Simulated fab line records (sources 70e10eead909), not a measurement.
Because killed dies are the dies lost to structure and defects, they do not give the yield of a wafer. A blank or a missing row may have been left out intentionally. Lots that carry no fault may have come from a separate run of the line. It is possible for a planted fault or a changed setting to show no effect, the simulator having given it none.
Matching of chambers ; flow nand-harc ; NHARC_A_CONTACT_STRIP_26 on rie-diel-13: 4 sister chambers
The step strips in O2. 18 wafers are shown with their chamber, then 9 later ones without.

WAFERS WITH THEIR CHAMBER
wafer;chamber;showerhead-plenum-p-Torr (Torr);oes-product-au (a.u.);rf-vpp-V (V)
L958.2;1;3.35;1.026;59.8
L958.3;3;3.49;0.986;57.4
L958.5;2;3.34;0.990;58.3
L962.1;3;3.49;0.997;56.3
L962.2;1;3.35;1.009;56.6
L962.6;2;3.34;0.993;57.5
L963.1;3;3.49;1.007;57.0
L963.3;1;3.35;1.010;56.4
L963.6;1;3.35;0.999;56.4
L973.2;2;3.33;0.987;57.7
L973.5;3;3.48;0.993;57.2
L973.6;2;3.33;0.983;56.9
L974.2;0;3.79;0.995;58.9
L974.3;2;3.33;0.975;57.8
L974.4;3;3.48;0.988;58.0
L976.2;3;3.48;0.993;55.9
L976.3;0;3.79;0.999;58.0
L976.5;1;3.34;1.001;57.3

SIGNATURES (averages over the wafers above)
reading;chamber 0;chamber 1;chamber 2;chamber 3;scatter within a chamber
showerhead-plenum-p-Torr;3.7900;3.3480;3.3340;3.4850;0.005
oes-product-au;0.99700;1.00900;0.98560;0.99400;0.00818
rf-vpp-V;58.450;57.300;57.640;56.967;0.952
Rule: for each reading, subtract the chamber's mean from the wafer's reading, divide by that reading's scatter and square the result; add these up over the readings and take the root, which gives the wafer's distance from the chamber. If the next closest chamber is less than 2 further off than the closest, the wafer can't be placed; otherwise it belongs to the closest. How the scatter is found: for the shown wafers, subtract from each reading the mean of its chamber, square and add these, divide the total by (wafers less chambers), then take the root.

WAFERS WITH NO CHAMBER GIVEN
wafer;showerhead-plenum-p-Torr (Torr);oes-product-au (a.u.);rf-vpp-V (V)
L977.1;3.79;1.007;60.4
L977.2;3.34;1.003;59.4
L977.3;3.48;0.996;57.9
L978.1;3.34;1.000;57.3
L978.2;3.48;0.995;58.0
L978.4;3.32;1.002;56.5
L979.2;3.48;0.988;57.4
L979.4;3.34;0.988;57.4
L979.6;3.48;0.991;58.1

EACH ONE'S CHAMBER
wafer;from the rows above;in truth
L977.1;0;0
L977.2;can't be placed: 1 or 2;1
L977.3;3;3
L978.1;can't be placed: 1 or 2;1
L978.2;3;3
L978.4;2;2
L979.2;3;3
L979.4;can't be placed: 2 or 1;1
L979.6;3;3
6 of 9 placed correctly. Unplaceable from these rows: 3, with the true chamber sitting among the candidates in 3. 0 placed wrongly.
